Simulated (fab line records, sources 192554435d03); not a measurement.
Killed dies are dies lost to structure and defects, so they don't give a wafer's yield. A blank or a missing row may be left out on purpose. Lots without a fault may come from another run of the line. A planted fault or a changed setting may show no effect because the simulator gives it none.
fab line records | flow n5_finfet
record lots=9 wafers=27 last_day=19
route steps=1938 shown BEOL_M4@1111 BEOL_M14@1749 BEOL_M15@1779 PASSIVATION@1936
lots that met no fault: from a run of the same line without faults
start_h: hours from the record's first day to the start of the lot's first wafer shown | wait_h: hours since the lot's step before | " the same as in the row above | L1.1+2: a row that stands for several wafers | - no value, or no start given | * or withheld: withheld | < > ~ a bound
route shown NAME@n: a module of which the file shows steps, and the number in the route of the first | usual: mean/standard deviation of fault-free wafers | same: alike in all rows | chamber/n: place in a boat | sites: the reading at each site | _std_site: their standard deviation | _edge_site: outer sites' mean less inner sites' | radius_mm: how far each site lies from the wafer's centre | mask NAME#n: copy n | behind: the tool/chamber that last shaped the wafer | hold: why the lot was held/for how many hours/how that ended | device: the transistor (n, p or np) that didn't switch | end of line: the same wafers' tests at the end of the route | a step without rows: its recipe alone | killed: dies lost to structure and defects at the first sort, not the wafer's yield | map: a wafer's dies, x killed, . not, _ none there
set.NAME: the setting as run; set.NAME@STEP: as run at that earlier step | model.NAME: the simulator's own value behind a step, which no gauge read
steps of the route over a sample of lots; a table a step, a row a wafer
services: from which hour (start_h, from the record's first day; less than 0 if before it) a tool's chamber was out of use, for how many hours, and why
## steps
# step N5_BEOL_M4_RC_MEAS_101
# usual DIBL_N=36.0/1.3 DIBL_P=36.2/1.7 IOFF_N=0.155/0.024 IOFF_P=0.21/0.034 ION_N=674/9 ION_P=463/7.1 SS_N=71.4/0.5 SS_P=73.4/0.57 VT_N=250.0/2.8 VT_P=-251/3.2
# columns lot.wafer tool chamber start_h wait_h DIBL_N[mV/V] DIBL_P[mV/V] IOFF_N[nA/um] IOFF_P[nA/um] ION_N[uA/um] ION_P[uA/um] SS_N[mV/dec] SS_P[mV/dec] VT_N[mV] VT_P[mV]
L949.3 prober-01 0 211.10 0.3 34.4 34.2 0.113 0.17 654 457 70.8 72.5 255.3 -254
L949.4 " 0 " " 32.8 32.1 0.097 0.14 654 454 70.5 72.9 255.2 -256
L949.5 " 0 " " 34.7 34.6 0.123 0.18 664 460 71.1 73.6 254.6 -253
L950.2 prober-01 0 244.66 0.3 35.0 35.0 0.125 0.17 663 455 71.2 73.1 253.3 -254
L950.4 " 0 " " 37.0 37.2 0.158 0.20 673 454 72.1 73.6 252.0 -251
L950.6 " 0 " " 36.8 37.1 0.155 0.20 667 458 71.5 73.3 248.5 -251
L953.1 prober-01 0 258.53 0.0 36.0 37.6 0.164 0.23 681 467 71.3 73.5 247.5 -249
L953.3 " 0 " " 36.1 37.5 0.170 0.24 684 474 71.3 72.8 249.1 -248
L953.4 " 0 " " 35.8 36.5 0.153 0.21 684 473 71.1 73.8 250.3 -250
L956.1 prober-01 0 269.10 0.0 37.7 38.9 0.166 0.21 681 468 72.4 73.9 249.4 -251
L956.3 " 0 " " 35.2 34.5 0.118 0.15 655 447 71.3 72.2 251.3 -257
L956.4 " 0 " " 38.3 39.2 0.181 0.22 676 467 71.6 73.0 248.6 -251
L958.1 prober-01 0 276.14 0.0 37.8 37.2 0.186 0.20 682 457 72.0 73.3 248.8 -254
L958.5 " 0 " " 35.8 35.1 0.156 0.18 681 458 70.8 73.1 248.2 -255
L958.6 " 0 " " 36.3 35.3 0.159 0.18 671 460 70.4 73.6 250.2 -255
L960.3 prober-01 0 289.16 0.3 35.9 37.4 0.173 0.21 678 460 71.4 73.1 248.6 -249
L960.4 " 0 " " 33.2 34.1 0.126 0.17 670 463 70.8 72.8 253.2 -251
L960.6 " 0 " " 36.0 37.1 0.177 0.22 688 471 71.2 73.1 248.4 -249
L963.3 prober-01 0 310.47 0.3 34.8 35.8 0.141 0.19 666 463 72.3 73.6 248.4 -253
L963.5 " 0 " " 34.8 36.5 0.150 0.21 667 464 72.2 72.3 252.6 -249
L963.6 " 0 " " 34.4 35.5 0.139 0.19 662 457 71.7 73.4 248.3 -251
L965.2 prober-02 0 319.44 0.2 38.0 38.0 0.180 0.24 680 466 71.8 73.8 249.6 -252
L965.4 " 0 " " 36.2 36.0 0.142 0.20 664 459 71.0 73.3 249.0 -252
L965.5 " 0 " " 36.5 35.8 0.143 0.20 667 463 71.7 73.8 253.3 -252
L972.1 prober-01 0 347.71 0.0 35.7 34.9 0.135 0.20 676 464 70.9 73.0 251.9 -251
L972.2 " 0 " " 34.8 34.3 0.120 0.19 668 464 71.0 72.4 255.6 -249
L972.6 " 0 " " 34.3 34.5 0.121 0.19 664 464 70.4 72.5 253.3 -250
# step N5_BEOL_M14_DESCUM_33
# recipe chemistry=O2 time_s=7.9 source_power_w=50 bias_power_w=20 pressure_mtorr=20 rf_frequency_hz=2.712e+07 temp_c=40 o2_flow_sccm=225
# usual drypump_motor_current_A=5.8/0.43 o2_flow_sccm=225.0/0.72 oes_product_au=0.81/0.097 rf_fwd_power_W=49.36/0.2 rf_vpp_V=243.1/1 showerhead_plenum_p_Torr=2.08/0.039 throttle_valve_pct=20.31/0.23
# columns lot.wafer tool chamber start_h wait_h drypump_motor_current_A o2_flow_sccm oes_product_au rf_fwd_power_W rf_hours_counter_h rf_vpp_V showerhead_plenum_p_Torr throttle_valve_pct
L949.3 rie_diel-02 1 282.45 0.6 5.7 225.1 0.70 49.21 219 243.8 2.06 20.52
L949.4 " 3 " " 5.8 224.7 0.98 49.03 6 244.2 2.13 20.18
L949.5 " 2 " " 4.9 225.4 0.70 49.62 - 243.7 2.07 20.73
L950.2 rie_diel-02 3 314.11 0.0 5.8 225.0 0.93 49.23 18 244.3 2.13 20.20
L950.4 " 0 " " 6.2 225.7 0.80 49.16 116 241.8 2.11 20.46
L950.6 " 1 " " 5.6 224.2 0.70 49.07 - 242.5 2.06 20.53
L953.1 rie_diel-05 1 339.50 0.1 6.3 224.7 0.79 49.05 94 242.2 2.03 20.23
L953.3 " 0 " " 6.1 226.8 0.70 49.50 187 242.3 2.08 20.55
L953.4 " 0 " " 6.2 225.7 0.70 49.35 - 243.4 2.08 20.52
L956.1 rie_diel-05 1 350.64 0.5 6.3 224.2 0.78 49.24 100 242.6 2.03 20.26
L956.3 " 0 " " 6.1 224.0 0.70 49.45 193 243.9 2.08 20.53
L956.4 " 3 " " 5.5 224.6 0.70 49.41 - 244.7 2.15 20.41
L958.1 rie_diel-04 3 351.19 0.1 5.3 225.1 0.91 49.35 23 243.6 2.13 20.24
L958.5 " 0 " " 6.0 225.0 0.87 49.70 - 243.2 2.05 20.04
L958.6 " 1 " " 5.3 224.8 0.91 49.23 - 244.4 2.13 19.99
L960.3 rie_diel-04 0 378.22 0.0 6.0 225.8 0.86 49.61 43 243.6 2.04 20.06
L960.4 " 3 " " 5.4 224.6 0.88 49.62 35 244.8 2.13 20.27
L960.6 " 1 " " 5.3 225.2 0.90 49.49 - 243.4 2.13 20.03
L963.3 rie_diel-04 1 388.01 0.0 5.3 224.5 0.89 49.37 28 243.4 2.13 20.03
L963.5 " 1 " " 5.3 224.9 0.88 49.46 - 243.4 2.13 20.03
L963.6 " 0 " " 6.0 225.6 0.85 49.61 - 243.6 2.04 20.06
L965.2 rie_diel-02 0 400.32 0.1 6.2 225.7 0.76 49.06 148 241.9 2.10 20.49
L965.4 " 0 " " 6.2 225.6 0.76 49.19 - 243.2 2.10 20.50
L965.5 " 2 " " 4.9 224.8 0.68 49.49 - 242.6 2.06 20.80
L972.1 rie_diel-05 3 433.02 0.0 5.5 225.2 0.97 49.13 5 243.6 2.14 20.09
L972.2 " 1 " " 6.3 225.5 0.76 49.00 133 242.7 2.01 20.29
L972.6 " 2 " " 5.7 225.1 0.89 49.69 - 243.8 2.05 20.00
# step N5_BEOL_M15_EXPOSE_07
# recipe mask_id=V14 na=0.8 source_shape=annular sigma_inner=0.5 sigma_outer=0.8 polarization=unpolarized attpsm_phase_deg=180 dose_mj=41.25
# columns lot.wafer tool chamber start_h wait_h mask
L949.3+4+5 krf_scanner-01 0 290.34 - V14#0
L950.2+4+6 krf_scanner-01 0 319.48 - V14#0
L953.1+3+4 krf_scanner-02 0 343.85 - V14#0
L956.1+3+4 krf_scanner-02 0 353.45 - V14#0
L958.1+5+6 krf_scanner-02 0 355.82 - V14#0
L960.3+4+6 krf_scanner-02 0 383.12 - V14#0
L963.3+5+6 krf_scanner-02 0 392.42 - V14#0
L965.2+4+5 krf_scanner-02 0 403.41 - V14#0
L972.1+2+6 krf_scanner-01 0 436.20 - V14#0
# step N5_BEOL_M15_CD_MEAS_10
# recipe target_cd_nm=360 landing_energy_ev=500 detector=se_inlens polarity=opening
# usual cd_nm=360.6/1.1
# columns lot.wafer tool chamber start_h wait_h cd_nm
L949.3 cd_sem-03 0 290.51 - 362.3
L949.4 " 0 " " 360.9
L949.5 " 0 " " 360.0
L950.2 cd_sem-01 0 319.65 - 360.3
L950.4 " 0 " " 360.7
L950.6 " 0 " " 360.4
L953.1 cd_sem-03 0 344.02 - 360.4
L953.3 " 0 " " 361.1
L953.4 " 0 " " 361.3
L956.1 cd_sem-03 0 353.62 - 360.5
L956.3 " 0 " " 361.7
L956.4 " 0 " " 361.8
L958.1 cd_sem-02 0 355.99 - 361.6
L958.5 " 0 " " 360.2
L958.6 " 0 " " 359.6
L960.3 cd_sem-01 0 383.28 - 362.5
L960.4 " 0 " " 361.4
L960.6 " 0 " " 363.4
L963.3 cd_sem-03 0 392.59 - 360.0
L963.5 " 0 " " 411.4
L963.6 " 0 " " 361.7
L965.2 cd_sem-03 0 403.58 - 409.6
L965.4 " 0 " " 360.3
L965.5 " 0 " " 409.4
L972.1 cd_sem-03 0 436.38 - 361.0
L972.2 " 0 " " 361.7
L972.6 " 0 " " 359.3
# step N5_BEOL_M15_INSPECT_12
# recipe mode=adi inspect_instrument=macro
# usual raw_defect_count=1.9/1.3
# columns lot.wafer tool chamber start_h wait_h raw_defect_count
L949.3 defect_inspect-01 - 290.56 0.0 2
L949.4 " - " " 2
L949.5 " - " " 0
L950.2 defect_inspect-01 - 319.70 0.0 1
L950.4 " - " " 3
L950.6 " - " " 0
L953.1 defect_inspect-02 - 344.08 0.0 5
L953.3 " - " " 4
L953.4 " - " " 3
L956.1 defect_inspect-02 - 353.89 0.2 5
L956.3 " - " " 2
L956.4 " - " " 1
L958.1 defect_inspect-01 - 356.04 0.0 7
L958.5 " - " " 4
L958.6 " - " " 3
L960.3 defect_inspect-02 - 383.34 0.0 3
L960.4 " - " " 1
L960.6 " - " " 2
L963.3 defect_inspect-02 - 392.64 0.0 1
L963.5 " - " " 3
L963.6 " - " " 2
L965.2 defect_inspect-02 - 403.63 0.0 1
L965.4 " - " " 2
L965.5 " - " " 1
L972.1 defect_inspect-02 - 436.43 0.0 4
L972.2 " - " " 1
L972.6 " - " " 0
# step N5_BEOL_M15_STRIP_64
# recipe chemistry=O2 power_w=600 temp_c=60 pressure_mtorr=30 rf_frequency_hz=6e+07 bias_power_w=0 overash_fraction=0.3 o2_flow_sccm=225
# usual drypump_motor_current_A=5.7/0.54 o2_flow_sccm=225.0/0.69 oes_product_au=0.77/0.075 rf_vpp_V=3.7/0.47 showerhead_plenum_p_Torr=2.09/0.065 throttle_valve_pct=16.78/0.19
# columns lot.wafer tool chamber start_h wait_h drypump_motor_current_A o2_flow_sccm oes_product_au rf_hours_counter_h rf_vpp_V showerhead_plenum_p_Torr throttle_valve_pct
L949.3 rie_diel-03 0 - - 5.5 224.4 0.69 227 3.3 2.07 16.99
L949.4 " 3 " " 5.3 225.1 0.84 73 3.4 2.13 16.76
L949.5 " 0 " " 5.5 224.6 0.69 - 4.2 2.08 17.02
L950.2 rie_diel-03 1 - - 6.1 225.7 0.72 187 3.4 2.00 16.42
L950.4 " 3 " " 5.3 225.7 0.84 77 3.0 2.12 16.76
L950.6 " 2 " " 5.0 223.1 0.73 - 3.9 2.17 16.78
L953.1 rie_diel-03 0 - - 5.5 225.1 0.68 239 3.5 2.07 17.05
L953.3 " 1 " " 6.1 225.9 0.70 194 4.1 2.00 16.43
L953.4 " 3 " " 5.4 224.4 0.83 84 3.2 2.12 16.77
L956.1 rie_diel-01 1 - - 6.3 225.5 0.71 197 3.4 2.09 16.81
L956.3 " 3 " " 6.0 223.9 0.85 59 4.3 2.04 16.77
L956.4 " 0 " " 6.6 224.6 0.75 146 3.9 2.02 17.12
L958.1 rie_diel-03 3 - - 5.3 224.9 0.82 89 4.3 2.12 16.77
L958.5 " 2 " " 5.0 225.0 0.72 - 3.9 2.16 16.78
L958.6 " 1 " " 6.1 225.0 0.70 - 4.3 2.00 16.42
L960.3 rie_diel-06 1 - - 5.2 225.0 0.89 42 3.7 2.14 16.53
L960.4 " 3 " " 5.2 224.4 0.76 116 3.5 2.12 17.05
L960.6 " 3 " " 5.2 225.2 0.76 - 3.6 2.12 17.03
L963.3 rie_diel-03 1 - - 6.1 226.3 0.69 209 3.8 1.99 16.44
L963.5 " 2 " " 5.0 224.1 0.71 - 3.6 2.16 16.81
L963.6 " 3 " " 5.4 226.4 0.81 - 3.7 2.12 16.81
L965.2 rie_diel-06 2 - - 6.4 225.3 0.72 217 3.8 1.99 16.84
L965.4 " 0 " " 6.4 224.2 0.87 33 3.6 2.14 16.72
L965.5 " 3 " " 5.2 224.2 0.74 - 3.9 2.12 17.05
L972.1 rie_diel-06 1 - - 5.2 225.0 0.86 58 3.8 2.13 16.56
L972.2 " 0 " " 6.4 224.9 0.85 43 3.3 2.14 16.73
L972.6 " 1 " " 5.2 225.4 0.86 - 2.8 2.13 16.58
# step N5_PASSIVATION_PROBE_49
# usual defect_limited_yield=90.8/1.7 killed_at_M0_to_M3=37/12 killed_at_M4_up=15/5.6 killed_at_contacts=13/6.9 killed_at_front_end=40/11 killed_at_other=4/3.2 killed_dies=109/20 killed_on_rim=14/4.3 killed_open=73/15 killed_short=35/8.3 sort_bin_5_function=5.4/1.1 sort_bin_6_memory=3.5/0.73 sort_n_pass=1071/20 sort_yield_pct=90.8/1.7
# same gross_dies=1180 killed_at_back_side=0 sort_bin_4_leakage[%]=0 sort_bin_8_speed[%]=0
# columns lot.wafer tool chamber start_h wait_h defect_limited_yield[%] killed_at_M0_to_M3 killed_at_M4_up killed_at_contacts killed_at_front_end killed_at_other killed_dies killed_on_rim killed_open killed_short sort_bin_5_function[%] sort_bin_6_memory[%] sort_n_pass sort_yield_pct[%]
L958.1 prober-01 - 380.74 0.0 90.0 34 15 4 65 0 118 20 80 37 5.5 4.1 1062 90.0
L963.3 prober-01 - 411.94 0.1 91.9 39 13 8 35 1 96 14 68 28 5.0 2.8 1084 91.9
L963.5 prober-01 - 412.04 0.2 84.4 34 95 8 44 3 184 26 50 47 4.8 2.9 996 84.4
L963.6 prober-01 - 412.09 0.3 92.2 39 12 5 32 4 92 10 61 30 4.7 2.5 1088 92.2
L965.2 prober-01 - 425.93 0.1 80.9 42 130 14 38 1 225 37 64 44 5.9 3.0 955 80.9
L965.4 prober-01 - 426.03 0.2 90.1 38 17 17 37 8 117 17 69 48 5.3 4.4 1063 90.1
L965.5 prober-01 - 426.08 0.2 84.4 34 117 15 17 1 184 31 47 31 4.2 2.1 996 84.4
# killed by level:class
L958.1 BEOL_M3:geometric_particle:open=18 STI_FIN_REVEAL:geometric_particle:open=17 FIN_SAQP:geometric_particle:short=15 FIN_SAQP:geometric_particle:open=9 DUMMY_GATE:geometric_particle:open=7 STI_FIN_REVEAL:geometric_particle:short=7 BEOL_M4:geometric_particle:open=6 MOL_CONTACT_COAG:geometric_particle:open=4
L963.3 BEOL_M0_SAQP:geometric_particle:short=11 STI_FIN_REVEAL:geometric_particle:open=10 BEOL_M1:geometric_particle:open=9 MOL_CONTACT_COAG:geometric_particle:open=8 BEOL_M2:geometric_particle:open=8 BEOL_M0_SAQP:geometric_particle:open=6 ILD0:geometric_particle:open=4 FIN_SAQP:geometric_particle:open=3
L963.5 BEOL_M15:area_expose=87 FIN_SAQP:geometric_particle:short=12 BEOL_M0_SAQP:geometric_particle:short=12 STI_FIN_REVEAL:geometric_particle:open=10 BEOL_M0_SAQP:geometric_particle:open=8 MOL_CONTACT_COAG:geometric_particle:open=5 FIN_SAQP:geometric_particle:open=4 ILD0:geometric_particle:short=4
L963.6 STI_FIN_REVEAL:geometric_particle:open=10 BEOL_M3:geometric_particle:open=9 BEOL_M2:geometric_particle:open=7 BEOL_M0_SAQP:geometric_particle:short=6 BEOL_M0_SAQP:geometric_particle:open=5 BEOL_M0:geometric_particle:open=5 FIN_SAQP:geometric_particle:open=4 MOL_CONTACT_COAG:geometric_particle:open=4
L965.2 BEOL_M15:area_expose=117 BEOL_M2:geometric_particle:open=16 FIN_SAQP:geometric_particle:open=9 MOL_CONTACT_COAG:geometric_particle:open=9 GATE_CUT:geometric_particle:short=8 FIN_SAQP:geometric_particle:short=7 BEOL_M0_SAQP:geometric_particle:short=6 BEOL_M2:geometric_particle:short=6
L965.4 MOL_CONTACT_COAG:geometric_particle:open=14 BEOL_M0_SAQP:geometric_particle:short=9 FIN_SAQP:geometric_particle:open=7 GATE_CUT:geometric_particle:short=7 BEOL_M2:geometric_particle:open=6 BEOL_M2:geometric_particle:short=6 BEOL_M3:geometric_particle:open=6 BEOL_M4:geometric_particle:open=6
L965.5 BEOL_M15:area_expose=106 MOL_CONTACT_COAG:geometric_particle:open=14 BEOL_M2:geometric_particle:short=8 FIN_SAQP:geometric_particle:short=6 BEOL_M2:geometric_particle:open=6 BEOL_M5:geometric_particle:open=6 BEOL_M0_SAQP:geometric_particle:short=5 STI_FIN_REVEAL:geometric_particle:open=4
## services
# columns tool chamber start_h hours kind
rie_diel-04 2 263.68 2.8 repair
krf_scanner-02 - 267.44 7.2 pm
krf_scanner-02 - 274.64 4.0 pm
rie_diel-04 - 278.67 4.3 pm
rie_diel-06 3 281.08 5.0 repair
rie_diel-06 1 284.55 4.9 repair
rie_diel-03 - 293.56 16.0 repair
rie_diel-05 1 302.74 4.3 repair
rie_diel-02 2 303.28 3.9 repair
krf_scanner-01 - 308.50 3.6 pm
krf_scanner-01 - 315.93 1.3 pm
krf_scanner-02 - 331.02 0.3 repair
krf_scanner-01 - 355.13 4.0 pm
rie_diel-02 2 364.20 19.8 repair
rie_diel-02 1 387.70 4.1 repair
krf_scanner-01 - 391.17 1.0 pm
krf_scanner-02 - 391.45 0.8 repair
rie_diel-04 3 393.95 5.8 repair
rie_diel-04 0 402.36 3.0 repair
rie_diel-03 - 403.77 0.4 repair
krf_scanner-01 - 409.68 0.8 pm
krf_scanner-02 - 410.43 1.3 pm
krf_scanner-02 - 412.42 0.8 pm
krf_scanner-02 - 415.70 1.0 pm
## key
first_sign step=N5_BEOL_M15_CD_MEAS_10 reading=cd_nm direction=up sigmas=46 usual=360.6 struck=410.1
effect step=N5_PASSIVATION_PROBE_49 reading=killed_at_M4_up direction=up sigmas=18 usual=15 struck=114
more_kills_born_at N5_BEOL_M15_EXPOSE_07@krf_scanner-02=310
met_at N5_BEOL_M15_EXPOSE_07
struck_lots L963,L965
struck_wafers L963.5,L965.2,L965.5
not_acting_at N5_BEOL_M14_DESCUM_33,N5_BEOL_M15_INSPECT_12,N5_BEOL_M15_STRIP_64
onset_between 383.12 392.42
fault kind=process_parameter_drift tool=krf_scanner-02 chamber=- onset_h=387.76 steps=N5_BEOL_M15_EXPOSE_07 channel=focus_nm offset=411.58 shape=step end_h=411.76 scope=struck_wafers_only
